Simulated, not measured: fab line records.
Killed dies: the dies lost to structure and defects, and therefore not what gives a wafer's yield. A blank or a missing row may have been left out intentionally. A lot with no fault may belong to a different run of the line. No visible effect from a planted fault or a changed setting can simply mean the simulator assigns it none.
What tool caused it?	flow nand harc	22 lots, 66 wafers sampled, at 6 steps of a route of 1159

== WHAT THE GAUGES READ, wafer by wafer ==
No reading from a measuring or inspecting step in the record can be judged against a usual standard deviation.

== WHAT TOOL EACH LOT RAN ON (gives the tool, then ch and the chambers of the sampled wafers, and finally the start) ==
lot	NHARC_A_CHANNEL_FILL_D1_STRIP_29	NHARC_A_STAIRCASE_DESCUM_168	NHARC_A_STAIRCASE_ETCH_13	NHARC_A_STAIRCASE_TRIM_20	NHARC_A_STAIRCASE_TRIM_26	NHARC_A_STAIRCASE_ETCH_27
L074	rie diel-02 ch 0,1, day 10 09:37 or earlier	rie diel-08 ch 0,1, day 10 09:37	rie diel-13 ch 0,1,2, day 10 13:37 or earlier	rie diel-05 ch 0,2,3, day 10 13:37	rie diel-05 ch 1,2, no start	rie diel-05 ch 1,2, no start
L075	rie diel-02 ch 0,1,3, day 11 01:57 or earlier	rie diel-08 ch 0,1,3, day 11 01:57	rie diel-08 ch 0,1,2, day 11 04:46 or earlier	rie diel-08 ch 0,2,3, day 11 04:46	rie diel-08 ch 1,2,3, no start	rie diel-08 ch 0,1,3, no start
L077	rie diel-01 ch 0,3, day 11 06:14 or earlier	rie diel-05 ch 2,3, day 11 06:14	rie diel-05 ch 0,3, day 11 10:39 or earlier	rie diel-13 ch 1,2, day 11 10:39	rie diel-13 ch 0,3, no start	rie diel-13 ch 1,2,3, no start
L078	rie diel-01 ch 2,3, day 11 15:13 or earlier	rie diel-08 ch 0,1,2, day 11 15:13	rie diel-05 ch 0,2,3, day 11 18:11 or earlier	rie diel-05 ch 2,3, day 11 18:11	rie diel-05 ch 0,1,3, no start	rie diel-05 ch 0,1, no start
L079	rie diel-01 ch 1,2,3, day 11 17:35 or earlier	rie diel-08 ch 0,2,3, day 11 17:35	rie diel-05 ch 0,2,3, day 11 21:10 or earlier	rie diel-05 ch 0,1,2, day 11 21:10	rie diel-05 ch 0,1,3, no start	rie diel-05 ch 1,2,3, no start
L076	rie diel-02 ch 0,1,3, day 11 17:46 or earlier	rie diel-08 ch 1,2, day 11 17:46	rie diel-13 ch 0,1,3, day 11 20:43 or earlier	rie diel-13 ch 2,3, day 11 20:43	rie diel-13 ch 1,2,3, no start	rie diel-13 ch 2,3, no start
L080	rie diel-01 ch 2,3, day 12 18:32 or earlier	rie diel-08 ch 2,3, day 12 18:32	rie diel-08 ch 0,3, day 12 21:26 or earlier	rie diel-08 ch 0,1, day 12 21:26	rie diel-08 ch 1,2, no start	rie diel-08 ch 0,3, no start
L082	rie diel-02 ch 2,3, day 12 18:50 or earlier	rie diel-08 ch 0,2,3, day 12 18:50	rie diel-08 ch 0,1,3, day 12 22:02 or earlier	rie diel-13 ch 0,1,3, day 12 22:02	rie diel-13 ch 0,1,2, no start	rie diel-13 ch 0,1,3, no start
L081	rie diel-01 ch 0,1,2, day 12 18:59 or earlier	rie diel-08 ch 0,1,3, day 12 18:59	rie diel-13 ch 1,2, day 12 22:20 or earlier	rie diel-08 ch 1,2, day 12 22:20	rie diel-08 ch 1,2, no start	rie diel-08 ch 0,1, no start
L083	rie diel-01 ch 0,1, day 13 00:49 or earlier	rie diel-05 ch 1,2,3, day 13 00:49	rie diel-05 ch 1,2,3, day 13 04:07 or earlier	rie diel-08 ch 0,2,3, day 13 04:07	rie diel-08 ch 0,2,3, no start	rie diel-08 ch 0,2,3, no start
L084	rie diel-01 ch 0,1,2, day 13 11:40 or earlier	rie diel-08 ch 0,1, day 13 11:40	rie diel-08 ch 1,3, day 13 14:43 or earlier	rie diel-13 ch 1,3, day 13 14:43	rie diel-13 ch 1,3, no start	rie diel-13 ch 0,2,3, no start
L086	rie diel-01 ch 0,3, day 13 18:00 or earlier	rie diel-05 ch 0,1, day 13 18:00	rie diel-05 ch 0,1,3, day 13 21:09 or earlier	rie diel-05 ch 0,3, day 13 21:09	rie diel-05 ch 0,3, no start	rie diel-05 ch 0,1, no start
L085	rie diel-02 ch 0,1, day 13 09:15	rie diel-05 ch 1,2, day 13 18:09	rie diel-13 ch 0,2,3, day 14 00:08 or earlier	rie diel-08 ch 1,2,3, day 14 00:08	rie diel-08 ch 0,3, no start	rie diel-08 ch 0,1,2, no start
L089	rie diel-02 ch 0,1, day 14 14:29 or earlier	rie diel-05 ch 1,2,3, day 14 14:29	rie diel-08 ch 0,2, day 14 17:37 or earlier	rie diel-13 ch 0,2, day 14 17:37	rie diel-13 ch 0,1,2, no start	rie diel-13 ch 2,3, no start
L087	rie diel-02 ch 0,2, day 14 14:11 or earlier	rie diel-05 ch 0,1,2, day 14 14:11	rie diel-13 ch 2,3, day 14 17:03 or earlier	rie diel-13 ch 1,2,3, day 14 17:03	rie diel-13 ch 1,3, no start	rie diel-13 ch 0,2, no start
L090	rie diel-02 ch 1,2,3, day 14 19:08 or earlier	rie diel-05 ch 1,2, day 14 19:08	rie diel-05 ch 0,2,3, day 14 22:16 or earlier	rie diel-08 ch 0,3, day 14 22:16	rie diel-08 ch 0,1,2, no start	rie diel-08 ch 0,1,3, no start
L088	rie diel-02 ch 1,2,3, day 14 19:26 or earlier	rie diel-08 ch 1,2,3, day 14 19:26	rie diel-05 ch 1,3, day 14 23:25 or earlier	rie diel-05 ch 2,3, day 14 23:25	rie diel-05 ch 0,2,3, no start	rie diel-05 ch 1,2, no start
L095	rie diel-02 ch 0,3, day 15 10:43 or earlier	rie diel-08 ch 1,2, day 15 10:43	rie diel-08 ch 0,1,2, day 15 14:32 or earlier	rie diel-05 ch 2,3, day 15 14:32	rie diel-05 ch 2,3, no start	rie diel-05 ch 0,1,2, no start
L093	rie diel-01 ch 0,1,3, day 15 10:54 or earlier	rie diel-13 ch 0,1,3, day 15 10:54	rie diel-08 ch 1,2,3, day 15 17:02 or earlier	rie diel-05 ch 0,1,2, day 15 17:02	rie diel-05 ch 0,2,3, no start	rie diel-05 ch 0,2,3, no start
L094	rie diel-01 ch 0,2, day 15 07:53	rie diel-13 ch 0,3, day 15 15:40	rie diel-13 ch 1,2,3, day 15 18:55 or earlier	rie diel-08 ch 0,1,2, day 15 18:55	rie diel-08 ch 1,2, no start	rie diel-08 ch 0,2, no start
L096	rie diel-02 ch 0,2, day 16 03:45 or earlier	rie diel-05 ch 1,3, day 16 03:45	rie diel-08 ch 1,2,3, day 16 07:12 or earlier	rie diel-13 ch 0,2,3, day 16 07:12	rie diel-13 ch 0,2, no start	rie diel-13 ch 1,2,3, no start
L097	rie diel-01 ch 1,2, day 16 03:56 or earlier	rie diel-13 ch 1,2,3, day 16 03:56	rie diel-05 ch 0,1,3, day 16 07:22 or earlier	rie diel-05 ch 1,2,3, day 16 07:22	rie diel-05 ch 0,1,2, no start	rie diel-05 ch 1,2, no start
- NHARC_A_CHANNEL_FILL_D1_STRIP_29: strips in O2, time 20 s.
- NHARC_A_STAIRCASE_DESCUM_168: chemistry O2, time 3 s.
- NHARC_A_STAIRCASE_ETCH_13: etches the open film in C4F8/O2, target depth 100 nm, time 40.5 s.
- NHARC_A_STAIRCASE_TRIM_20: chemistry O2, time 211.2 s.
- NHARC_A_STAIRCASE_TRIM_26: chemistry O2, time 211.2 s.
- NHARC_A_STAIRCASE_ETCH_27: etches the open film in C4F8/O2, target depth 100 nm, time 40.5 s.

== WHAT THE TOOLS THEMSELVES READ (means of the sampled wafers that have a number; where no wafer has one, the mark that the record gives instead) ==
NHARC_A_CHANNEL_FILL_D1_STRIP_29. Usual: drypump motor current A 6.1 A, standard deviation 0.42; oes product au 1.004 a.u., standard deviation 0.0071; rf vpp V 57.7 V, standard deviation 0.9; showerhead plenum p Torr 3.52 Torr, standard deviation 0.14; throttle valve pct 17.036 %, standard deviation 0.0087.
lot	tool	drypump motor current A (A)	oes product au (a.u.)	rf vpp V (V)	showerhead plenum p Torr (Torr)	throttle valve pct (%)	flag
L074	rie diel-02	6.1	0.999	58.4	3.58	17.030	
L075	rie diel-02	6.2	0.999	57.2	3.51	17.032	
L077	rie diel-01	6.0	1.012	58.3	3.53	17.035	
L078	rie diel-01	6.4	1.003	57.4	3.48	17.034	
L079	rie diel-01	5.9	1.011	58.2	3.58	17.029	
L076	rie diel-02	6.3	1.008	57.7	3.51	17.036	
L080	rie diel-01	6.4	0.995	57.8	3.48	17.037	
L082	rie diel-02	6.2	1.005	57.8	3.57	17.032	
L081	rie diel-01	5.9	1.010	57.2	3.48	17.044	
L083	rie diel-01	5.4	1.003	58.1	3.58	17.040	
L084	rie diel-01	5.9	1.004	57.8	3.48	17.033	
L086	rie diel-01	6.1	0.996	58.0	3.42	17.034	
L085	rie diel-02	6.2	0.997	57.6	3.48	17.039	
L089	rie diel-02	6.2	1.008	58.9	3.48	17.042	
L087	rie diel-02	6.1	1.000	58.5	3.46	17.032	
L090	rie diel-02	6.2	1.008	57.4	3.59	17.031	
L088	rie diel-02	6.2	1.006	57.7	3.59	17.037	
L095	rie diel-02	6.3	1.009	57.4	3.41	17.035	
L093	rie diel-01	5.7	1.010	57.9	3.55	17.034	
L094	rie diel-01	6.2	0.999	57.8	3.35	17.034	
L096	rie diel-02	6.1	0.999	57.0	3.46	17.030	
L097	rie diel-01	5.6	1.009	58.2	3.61	17.034	

NHARC_A_STAIRCASE_DESCUM_168. Usual: drypump motor current A 5.8 A, standard deviation 0.33; oes product au 1.000 a.u., standard deviation 0.0082; rf vpp V 57.9 V, standard deviation 0.87; showerhead plenum p Torr 1.94 Torr, standard deviation 0.07; throttle valve pct 11.310 %, standard deviation 0.0097.
lot	tool	drypump motor current A (A)	oes product au (a.u.)	rf vpp V (V)	showerhead plenum p Torr (Torr)	throttle valve pct (%)	flag
L074	rie diel-08	5.5	1.004	59.1	1.98	11.303	
L075	rie diel-08	5.6	1.005	57.9	1.95	11.314	
L077	rie diel-05	5.8	1.011	58.5	1.93	11.310	
L078	rie diel-08	5.6	0.997	58.2	1.93	11.303	
L079	rie diel-08	5.8	1.007	58.1	1.90	11.313	
L076	rie diel-08	5.5	0.988	58.0	1.87	11.309	
L080	rie diel-08	5.6	0.990	57.4	1.83	11.311	
L082	rie diel-08	5.8	0.995	57.9	1.89	11.307	
L081	rie diel-08	5.6	0.997	57.9	1.94	11.304	
L083	rie diel-05	5.9	0.988	58.1	1.96	11.314	
L084	rie diel-08	5.7	0.994	58.1	1.99	11.307	
L086	rie diel-05	6.0	1.007	58.8	2.02	11.306	
L085	rie diel-05	5.7	1.010	57.4	1.95	11.305	
L089	rie diel-05	5.9	0.995	58.0	1.95	11.308	
L087	rie diel-05	5.9	1.003	58.9	1.99	11.308	
L090	rie diel-05	5.7	1.004	57.9	1.95	11.303	
L088	rie diel-08	5.5	1.008	57.1	1.88	11.308	
L095	rie diel-08	5.3	1.000	57.6	1.91	11.312	
L093	rie diel-13	6.2	1.000	57.8	1.97	11.312	
L094	rie diel-13	6.1	0.993	57.8	2.01	11.323	
L096	rie diel-05	6.0	0.997	58.3	1.98	11.306	
L097	rie diel-13	6.1	0.996	57.8	1.92	11.315	

NHARC_A_STAIRCASE_ETCH_13. Usual: oes product au 0.939 a.u., standard deviation 0.012; rf fwd power W 592.2 W, standard deviation 2.5; rf vpp V 898 V, standard deviation 4.6.
lot	tool	oes product au (a.u.)	rf fwd power W (W)	rf vpp V (V)	flag
L074	rie diel-13	0.918	593.3	892	
L075	rie diel-08	0.936	591.6	896	
L077	rie diel-05	0.939	590.8	901	
L078	rie diel-05	0.949	593.8	899	
L079	rie diel-05	0.943	592.6	900	
L076	rie diel-13	0.956	591.8	894	
L080	rie diel-08	0.957	593.4	896	
L082	rie diel-08	0.932	592.0	898	
L081	rie diel-13	0.937	593.0	894	
L083	rie diel-05	0.928	591.5	899	
L084	rie diel-08	0.933	592.8	895	
L086	rie diel-05	0.941	591.1	901	
L085	rie diel-13	0.932	592.6	900	
L089	rie diel-08	0.943	594.9	897	
L087	rie diel-13	0.936	592.1	897	
L090	rie diel-05	0.947	592.6	900	
L088	rie diel-05	0.928	590.3	899	
L095	rie diel-08	0.942	594.9	897	
L093	rie diel-08	0.925	593.8	893	
L094	rie diel-13	0.947	592.2	896	
L096	rie diel-08	0.940	592.0	894	
L097	rie diel-05	0.949	591.2	900	

NHARC_A_STAIRCASE_TRIM_20. Usual: drypump motor current A 5.9 A, standard deviation 0.31; oes product au 0.996 a.u., standard deviation 0.0077; rf vpp V 58.0 V, standard deviation 0.97; showerhead plenum p Torr 3.59 Torr, standard deviation 0.12; throttle valve pct 17.037 %, standard deviation 0.0092.
lot	tool	drypump motor current A (A)	oes product au (a.u.)	rf vpp V (V)	showerhead plenum p Torr (Torr)	throttle valve pct (%)	flag
L074	rie diel-05	6.0	1.009	57.7	3.63	17.029	
L075	rie diel-08	5.8	0.995	57.8	3.50	17.034	
L077	rie diel-13	6.1	1.000	57.6	3.49	17.035	
L078	rie diel-05	6.0	0.990	58.7	3.56	17.032	
L079	rie diel-05	5.9	0.995	57.5	3.67	17.042	
L076	rie diel-13	6.0	1.000	59.4	3.60	17.035	
L080	rie diel-08	5.7	0.991	58.3	3.65	17.041	
L082	rie diel-13	6.2	0.993	58.4	3.64	17.039	
L081	rie diel-08	5.3	0.983	57.2	3.53	17.029	
L083	rie diel-08	5.8	1.001	57.3	3.49	17.029	
L084	rie diel-13	6.4	0.990	57.9	3.58	17.036	
L086	rie diel-05	6.1	1.000	57.4	3.68	17.048	
L085	rie diel-08	5.5	0.995	57.2	3.47	17.030	
L089	rie diel-13	5.9	1.000	57.7	3.72	17.033	
L087	rie diel-13	6.1	0.995	58.1	3.54	17.036	
L090	rie diel-08	5.9	0.991	57.8	3.58	17.037	
L088	rie diel-05	6.1	0.999	58.0	3.54	17.031	
L095	rie diel-05	5.8	0.999	58.6	3.54	17.039	
L093	rie diel-05	5.9	0.996	58.7	3.65	17.041	
L094	rie diel-08	5.6	0.995	59.0	3.54	17.037	
L096	rie diel-13	6.0	0.996	58.1	3.66	17.030	
L097	rie diel-05	5.9	0.992	57.8	3.59	17.031	

NHARC_A_STAIRCASE_TRIM_26. Usual: drypump motor current A 5.9 A, standard deviation 0.31; oes product au 0.999 a.u., standard deviation 0.0072; rf vpp V 57.9 V, standard deviation 0.89; showerhead plenum p Torr 3.58 Torr, standard deviation 0.13; throttle valve pct 17.035 %, standard deviation 0.0094.
lot	tool	drypump motor current A (A)	oes product au (a.u.)	rf vpp V (V)	showerhead plenum p Torr (Torr)	throttle valve pct (%)	flag
L074	rie diel-05	5.8	1.004	58.2	3.66	17.047	
L075	rie diel-08	5.5	0.997	57.1	3.48	17.035	
L077	rie diel-13	6.1	0.995	58.1	3.41	17.036	
L078	rie diel-05	6.1	0.998	57.9	3.68	17.036	
L079	rie diel-05	6.1	0.999	57.0	3.68	17.043	
L076	rie diel-13	6.1	1.001	57.3	3.56	17.041	
L080	rie diel-08	5.5	1.004	57.9	3.45	17.038	
L082	rie diel-13	6.0	0.997	57.8	3.60	17.040	
L081	rie diel-08	5.3	0.985	57.4	3.53	17.029	
L083	rie diel-08	5.8	1.001	57.6	3.49	17.032	
L084	rie diel-13	6.3	0.996	58.2	3.51	17.030	
L086	rie diel-05	6.2	1.001	59.0	3.68	17.028	
L085	rie diel-08	5.8	0.997	58.8	3.52	17.029	
L089	rie diel-13	6.0	1.002	57.2	3.59	17.043	
L087	rie diel-13	6.3	1.001	57.6	3.50	17.043	
L090	rie diel-08	5.6	0.995	57.7	3.54	17.027	
L088	rie diel-05	6.0	0.999	58.6	3.60	17.029	
L095	rie diel-05	6.1	0.990	57.7	3.54	17.035	
L093	rie diel-05	6.0	0.996	58.3	3.60	17.031	
L094	rie diel-08	5.5	0.991	57.6	3.44	17.035	
L096	rie diel-13	5.8	1.002	57.9	3.62	17.036	
L097	rie diel-05	5.9	0.997	59.1	3.65	17.042	

NHARC_A_STAIRCASE_ETCH_27. Usual: oes product au 0.942 a.u., standard deviation 0.011; rf fwd power W 592.8 W, standard deviation 2.2; rf vpp V 898 V, standard deviation 4.5.
lot	tool	oes product au (a.u.)	rf fwd power W (W)	rf vpp V (V)	flag
L074	rie diel-05	0.961	593.0	901	
L075	rie diel-08	0.950	593.9	898	
L077	rie diel-13	0.952	593.5	897	
L078	rie diel-05	0.945	593.6	904	
L079	rie diel-05	0.951	592.5	899	
L076	rie diel-13	0.941	592.3	898	
L080	rie diel-08	0.940	592.3	898	
L082	rie diel-13	0.937	593.1	900	
L081	rie diel-08	0.939	590.4	900	
L083	rie diel-08	0.940	592.8	894	
L084	rie diel-13	0.952	593.2	901	
L086	rie diel-05	0.933	593.3	904	
L085	rie diel-08	0.953	594.7	897	
L089	rie diel-13	0.951	591.7	898	
L087	rie diel-13	0.937	593.7	900	
L090	rie diel-08	0.920	593.3	897	
L088	rie diel-05	0.937	590.1	898	
L095	rie diel-05	0.936	593.4	901	
L093	rie diel-05	0.944	592.8	898	
L094	rie diel-08	0.941	593.2	897	
L096	rie diel-13	0.950	593.1	897	
L097	rie diel-05	0.938	592.0	898	

== THE ANSWER, worked out from the rows above alone ==
Rule: a lot is off if the mean of its wafers that have a number lies more than 3 standard deviations from the usual mean. Also off: a lot with no number at a reading for which 4 or more lots have one. Any other lot the step has rows for is counted as sound. First the gauges in route order, then the tools' own readings, where a lot's mean is used as printed above. At the first step where some lot is off, the reading lying furthest off is the one used; lots without a number count as furthest.
None of the lots is off at any reading shown; this tells nothing.

== WHAT THE SIMULATOR HAD PUT IN ==
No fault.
